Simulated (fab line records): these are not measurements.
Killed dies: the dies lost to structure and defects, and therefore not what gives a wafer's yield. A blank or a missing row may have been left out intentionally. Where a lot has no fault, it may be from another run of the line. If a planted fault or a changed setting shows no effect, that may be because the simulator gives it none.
What tool caused it? | flow nandHarc | 38 wafers from 13 lots sampled at 3 of the route's 1159 steps

WHAT THE GAUGES READ, wafer by wafer
NHARC_A_M0_CD_MEAS_09: target cd 80 nm.
lot  | measured     | on       | cdNm (nm)
L451 | day 17 23:00 | cdSem-03 | 81.5 81.5 81.2
L452 | day 17 23:38 | cdSem-03 | 80.6 79.3 80.5
L454 | day 18 08:57 | cdSem-03 | 79.5 80.1 79.5
L453 | day 18 09:07 | cdSem-02 | 80.4 80.2 80.2
L455 | day 18 14:54 | cdSem-03 | 79.5 79.7 79.5
L461 | day 20 01:31 | cdSem-03 | 81.7 82.4
L456 | day 20 01:55 | cdSem-01 | 82.6 81.2 81.2
L466 | day 21 00:56 | cdSem-03 | 79.2 80.1 79.4
L467 | day 21 14:35 | cdSem-03 | 80.3 80.7 80.0
L470 | day 21 21:16 | cdSem-03 | 79.4 79.5 79.6
L471 | day 22 02:48 | cdSem-02 | 79.1 79.3 79.7
L473 | day 22 18:10 | cdSem-02 | 79.7 80.5 79.9
L474 | day 24 01:14 | cdSem-02 | 80.2 80.7 81.0

TOOL THAT RAN EACH LOT (tool first, then ch and the chambers of the sampled wafers, then the start)
lot  | NHARC_A_BLC_DEGAS_30        | NHARC_A_M0_PEB_07
L451 | pvdSputter-01, day 17 15:32 | lithoTrack-04 ch 0, day 17 22:55
L452 | pvdSputter-01, day 17 15:59 | lithoTrack-04 ch 0, day 17 23:34
L454 | pvdSputter-01, day 18 00:44 | lithoTrack-04 ch 0, day 18 08:52
L453 | pvdSputter-03, day 18 01:10 | lithoTrack-06 ch 0, day 18 09:02
L455 | pvdSputter-03, day 18 11:38 | lithoTrack-01 ch 0, day 18 14:49
L461 | pvdSputter-01, day 19 19:54 | lithoTrack-04 ch 0, day 20 01:26
L456 | pvdSputter-02, day 19 20:47 | lithoTrack-04 ch 0, day 20 01:50
L466 | pvdSputter-02, day 20 22:49 | lithoTrack-01 ch 0, day 21 00:52
L467 | pvdSputter-02, day 21 05:04 | lithoTrack-06 ch 0, day 21 14:31
L470 | pvdSputter-01, day 21 19:00 | lithoTrack-01 ch 0, day 21 21:11
L471 | pvdSputter-01, day 21 22:00 | lithoTrack-01 ch 0, day 22 02:43
L473 | pvdSputter-03, day 22 14:44 | lithoTrack-06 ch 0, day 22 18:05
L474 | pvdSputter-02, day 23 22:41 | lithoTrack-06 ch 0, day 24 01:09
- NHARC_A_BLC_DEGAS_30: time 60 s.
- NHARC_A_M0_PEB_07: peb time 65 s.

AS READ BY THE TOOLS THEMSELVES (means over the sampled wafers that have a number; for cases with no such wafer, the mark the record gives instead)
NHARC_A_BLC_DEGAS_30.
lot  | tool          | heaterPowerW (W)
L451 | pvdSputter-01 | 498
L452 | pvdSputter-01 | 491
L454 | pvdSputter-01 | 462
L453 | pvdSputter-03 | 441
L455 | pvdSputter-03 | 445
L461 | pvdSputter-01 | 470
L456 | pvdSputter-02 | 510
L466 | pvdSputter-02 | 516
L467 | pvdSputter-02 | 498
L470 | pvdSputter-01 | 489
L471 | pvdSputter-01 | 483
L473 | pvdSputter-03 | 445
L474 | pvdSputter-02 | 510

THE ANSWER, worked out from the rows above alone
Rule: the lots themselves supply what counts as usual. Put in order of their means at a reading, lots are off if they are a third of the lots or fewer, leave a main group of 4 or more, and stand apart from it by a gap of 3 or more times the standard deviation of the main group's means; of several such gaps the widest counts. Not used: any main group whose means are identical at the precision the tables above print for the reading. Also off: a lot with no number at a reading for which 4 or more lots have one. The other lots that the step has rows for count as sound. After the gauges, taken in route order, come the tools' own readings; for these a lot's mean is taken, as printed above. The first step at which some lot is off is used, and at that step the reading that is off furthest; a lot without a number counts as furthest.
None of the lots is off at any reading shown; this tells nothing.

WHAT HAD BEEN PUT IN BY THE SIMULATOR
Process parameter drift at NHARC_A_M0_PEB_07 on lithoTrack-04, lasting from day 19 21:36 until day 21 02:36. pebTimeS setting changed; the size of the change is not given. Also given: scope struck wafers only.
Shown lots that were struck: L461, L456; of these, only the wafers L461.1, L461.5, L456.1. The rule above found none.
